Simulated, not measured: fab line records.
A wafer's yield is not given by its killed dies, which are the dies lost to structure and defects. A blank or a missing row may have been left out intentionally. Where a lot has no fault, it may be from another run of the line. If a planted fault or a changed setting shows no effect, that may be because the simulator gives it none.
Chamber matching ; flow n5_finfet ; 4 sister chambers for N5_BEOL_M7_ETCH_72 on rie_diel-03
The step etches underlayer in N2/H2, target depth 6.5 nm, time 5.2 s. 14 wafers are shown with their chamber, then 7 later ones without.

== WAFERS, EACH WITH ITS CHAMBER ==
wafer;chamber;showerhead_plenum_p_Torr (Torr);drypump_motor_current_A (A);throttle_valve_pct (%)
L079.1;0;2.54;5.4;17.99
L079.3;3;2.71;6.1;18.02
L079.5;2;2.57;6.2;17.59
L086.3;2;2.57;6.2;17.62
L086.4;3;2.70;6.1;18.04
L086.5;0;2.53;5.4;18.00
L085.2;1;2.40;6.0;17.89
L085.5;3;2.70;6.1;18.04
L085.6;0;2.53;5.4;17.98
L087.1;1;2.40;6.0;17.85
L087.4;1;2.40;6.0;17.89
L087.5;3;2.70;6.1;18.04
L089.1;3;2.70;6.0;18.07
L089.2;0;2.53;5.4;17.99

SIGNATURES (means of the wafers above)
reading;chamber 0;chamber 1;chamber 2;chamber 3;scatter within a chamber
showerhead_plenum_p_Torr;2.5325;2.4000;2.5700;2.7020;0.00394
drypump_motor_current_A;5.400;6.000;6.200;6.080;0.0283
throttle_valve_pct;17.9900;17.8767;17.6050;18.0420;0.0173
Rule: distance of a wafer from a chamber = root of the sum over the readings of ((wafer's reading minus chamber's mean) / reading's scatter) squared. The wafer belongs to the nearest chamber; if the next one is less than 2 further off, it can't be placed. How the scatter is found: for the shown wafers, subtract from each reading the mean of its chamber, square and add these, divide the total by (wafers less chambers), then take the root.

== WAFERS WHOSE CHAMBER IS MISSING ==
wafer;showerhead_plenum_p_Torr (Torr);drypump_motor_current_A (A);throttle_valve_pct (%)
L089.4;2.40;5.9;17.88
L095.1;2.39;6.0;17.90
L095.2;2.53;5.4;18.01
L095.3;2.70;6.1;18.06
L094.1;2.56;6.2;17.64
L094.2;2.39;6.0;17.92
L094.3;2.69;6.1;18.08

== EACH ONE'S CHAMBER ==
wafer;from the rows above;in truth
L089.4;1;1
L095.1;1;1
L095.2;0;0
L095.3;3;3
L094.1;2;2
L094.2;1;1
L094.3;3;3
Placed correctly: 7 of 7. Number that these rows cannot place: 0. Number placed wrongly: 0.
